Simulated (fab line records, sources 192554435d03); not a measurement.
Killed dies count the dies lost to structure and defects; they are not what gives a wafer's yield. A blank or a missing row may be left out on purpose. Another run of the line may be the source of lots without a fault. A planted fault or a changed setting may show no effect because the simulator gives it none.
Chamber matching | flow n5-finfet | 3 sister chambers for N5_BEOL_M1_PRE_CLEAN_60 on cvd-co-01
The step time 15 s. 6 wafers are shown with their chamber, then 6 later ones without.

== EACH WAFER AND ITS CHAMBER ==
wafer  | chamber | heater-power-w (W)
L289.1 | 1       | 96
L291.4 | 1       | 97
L292.2 | 0       | 99
L292.4 | 2       | 65
L294.2 | 0       | 96
L294.5 | 2       | 64

== WAFERS MISSING THEIR CHAMBER ==
wafer  | heater-power-w (W)
L294.6 | 100
L304.1 | 98
L304.5 | 98
L304.6 | 98
L308.2 | 64
L308.5 | 98

== WHICH CHAMBER EACH ONE RAN IN ==
wafer  | from the rows above     | in truth
L294.6 | can't be placed: 0 or 1 | 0
L304.1 | can't be placed: 0 or 1 | 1
L304.5 | can't be placed: 0 or 1 | 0
L304.6 | can't be placed: 0 or 1 | 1
L308.2 | 2                       | 2
L308.5 | can't be placed: 0 or 1 | 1
Correctly placed: 1 of 6. From these rows, 5 cannot be placed; in 5 the true chamber is one of the candidates. Placed wrongly: 0.
How it was worked out, from the rows above alone: a wafer's distance from a chamber is the root of the sum, over the readings, of the square of ((its reading less the chamber's mean) divided by the reading's scatter). The wafer belongs to the nearest chamber; if the next one is less than 2 further off, it can't be placed. The mean given for a chamber averages the wafers shown for that chamber. How the scatter is found: for the shown wafers, subtract from each reading the mean of its chamber, square and add these, divide the total by (wafers less chambers), then take the root.
